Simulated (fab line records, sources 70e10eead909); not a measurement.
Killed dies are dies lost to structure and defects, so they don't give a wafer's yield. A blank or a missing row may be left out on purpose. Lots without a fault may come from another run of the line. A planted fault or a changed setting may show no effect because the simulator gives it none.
One fault seen from 2 desks | flow nand_harc | each desk has only its own numbers; what lay behind them comes last

THE METROLOGY DESK
What the gauges read, lot by lot, whatever tool the lot ran on: means of the sampled wafers that have a number. A lot is out of limits, marked OUT, if its mean lies more than 4 standard deviations from the usual mean; the brackets give that distance.
Columns: A = cd_nm at NHARC_P_BONDPAD_CD_MEAS_09, usual 501.1 nm; B = overlay_x_nm at NHARC_P_BONDPAD_OVL_MEAS_38, usual 0 nm; C = overlay_y_nm at NHARC_P_BONDPAD_OVL_MEAS_38, usual -1 nm
lot  | first seen here | A     | B   | C
L763 | day 7 05:38     | 499.6 | -12 | 7
L764 | day 7 06:00     | 502.8 | 6   | 1
L765 | day 7 20:28     | 501.9 | 9   | 5
L766 | day 8 06:09     | 500.7 | 1   | -3
L777 | day 12 15:00    | 501.1 | -1  | 2
L775 | day 12 16:37    | 501.8 | -2  | -10
L778 | day 13 05:43    | 500.1 | -10 | -8
L779 | day 13 12:42    | 501.2 | 5   | -0
L780 | day 14 01:26    | 503.0 | -5  | -2
L781 | day 14 07:29    | 500.6 | 6   | 3
L783 | day 15 10:35    | 502.3 | 3   | 1
L784 | day 15 16:31    | 502.1 | -2  | -11
L785 | day 16 00:32    | 497.3 | 4   | -1
This desk's finding: nothing out of limits on any of the 13 lots.

THE TOOL OWNER'S DESK: rie_diel-02
The tool's own readings at NHARC_P_BONDPAD_ETCH_12 (etches the open film in CHF3/O2, target depth 200 nm, time 100 s): means of the sampled wafers that have a number, for each lot that ran on this tool. A lot is out of limits, marked OUT, if its mean lies more than 4 standard deviations from the usual mean; the brackets give that distance.
Columns: A = drypump_motor_current_A at NHARC_P_BONDPAD_ETCH_12, usual 5.5 A; B = o2_flow_sccm at NHARC_P_BONDPAD_ETCH_12, usual 10.00 sccm; C = oes_product_au at NHARC_P_BONDPAD_ETCH_12, usual 0.950 a.u.; D = rf_vpp_V at NHARC_P_BONDPAD_ETCH_12, usual 371.7 V; E = showerhead_plenum_p_Torr at NHARC_P_BONDPAD_ETCH_12, usual 2.45 Torr; F = throttle_valve_pct at NHARC_P_BONDPAD_ETCH_12, usual 20.572 %
lot  | first seen here | A   | B     | C     | D     | E    | F
L763 | day 7 06:02     | 5.6 | 10.05 | 0.970 | 372.1 | 2.48 | 20.573
L765 | day 7 20:52     | 5.6 | 10.00 | 0.933 | 372.2 | 2.48 | 20.572
L775 | day 12 17:01    | 5.5 | 9.96  | 0.906 | 371.5 | 2.46 | 20.565
This desk's finding: nothing out of limits on any of the 3 lots.

PUT TOGETHER
The metrology desk saw nothing out of limits.
The tool owner's desk saw nothing out of limits.

WHAT THE SIMULATOR HAD PUT IN
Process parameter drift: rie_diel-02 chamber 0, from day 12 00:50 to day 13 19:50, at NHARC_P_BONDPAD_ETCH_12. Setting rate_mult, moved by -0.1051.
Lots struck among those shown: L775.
